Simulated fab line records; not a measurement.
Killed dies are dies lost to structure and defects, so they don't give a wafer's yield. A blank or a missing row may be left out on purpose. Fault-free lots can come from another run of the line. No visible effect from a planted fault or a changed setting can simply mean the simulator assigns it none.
Matching of chambers :: flow n5_finfet :: N5_BEOL_M10_DEP_56 on pecvd-01 has 3 sister chambers
The step deposits SiCN from 3MS/NH3, target thk 15 nm, time 26.5 s. 6 wafers are shown with their chamber, then 9 later ones without.

WAFERS PAIRED WITH THEIR CHAMBERS
wafer: L082.5
chamber: 0
showerhead_vpp_V (V): 806
showerhead_plenum_p_Torr (Torr): 3.672

wafer: L083.3
chamber: 1
showerhead_vpp_V (V): 857
showerhead_plenum_p_Torr (Torr): 3.660

wafer: L083.4
chamber: 2
showerhead_vpp_V (V): 853
showerhead_plenum_p_Torr (Torr): 3.684

wafer: L091.2
chamber: 2
showerhead_vpp_V (V): 850
showerhead_plenum_p_Torr (Torr): 3.670

wafer: L091.5
chamber: 0
showerhead_vpp_V (V): 783
showerhead_plenum_p_Torr (Torr): 3.664

wafer: L091.6
chamber: 1
showerhead_vpp_V (V): 873
showerhead_plenum_p_Torr (Torr): 3.661

WAFERS WITH NO CHAMBER GIVEN
wafer: L093.2
showerhead_vpp_V (V): 829
showerhead_plenum_p_Torr (Torr): 3.681

wafer: L093.3
showerhead_vpp_V (V): 798
showerhead_plenum_p_Torr (Torr): 3.668

wafer: L093.6
showerhead_vpp_V (V): 809
showerhead_plenum_p_Torr (Torr): 3.666

wafer: L095.2
showerhead_vpp_V (V): 802
showerhead_plenum_p_Torr (Torr): 3.667

wafer: L095.4
showerhead_vpp_V (V): 845
showerhead_plenum_p_Torr (Torr): 3.676

wafer: L095.5
showerhead_vpp_V (V): 785
showerhead_plenum_p_Torr (Torr): 3.660

wafer: L096.1
showerhead_vpp_V (V): 859
showerhead_plenum_p_Torr (Torr): 3.662

wafer: L096.4
showerhead_vpp_V (V): 844
showerhead_plenum_p_Torr (Torr): 3.673

wafer: L096.6
showerhead_vpp_V (V): 874
showerhead_plenum_p_Torr (Torr): 3.666

WHICH CHAMBER EACH WENT THROUGH
wafer: L093.2
from the rows above: can't be placed: 2 or 0
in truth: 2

wafer: L093.3
from the rows above: 0
in truth: 0

wafer: L093.6
from the rows above: 0
in truth: 0

wafer: L095.2
from the rows above: 0
in truth: 0

wafer: L095.4
from the rows above: 2
in truth: 2

wafer: L095.5
from the rows above: 0
in truth: 0

wafer: L096.1
from the rows above: can't be placed: 1 or 2
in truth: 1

wafer: L096.4
from the rows above: can't be placed: 2 or 1
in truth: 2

wafer: L096.6
from the rows above: can't be placed: 1 or 2
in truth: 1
Placed correctly: 5 of 9. From these rows, 4 cannot be placed; in 4 the true chamber is one of the candidates. Placed wrongly: 0.
How it was worked out, from the rows above alone: a wafer's distance from a chamber is the root of the sum, over the readings, of the square of ((its reading less the chamber's mean) divided by the reading's scatter). If the next closest chamber is less than 2 further off than the closest, the wafer can't be placed; otherwise it belongs to the closest. A chamber's mean is the mean of its shown wafers. The scatter is the square root of a quotient: the sum, over the shown wafers, of each reading's squared deviation from its chamber's mean, divided by wafers minus chambers.
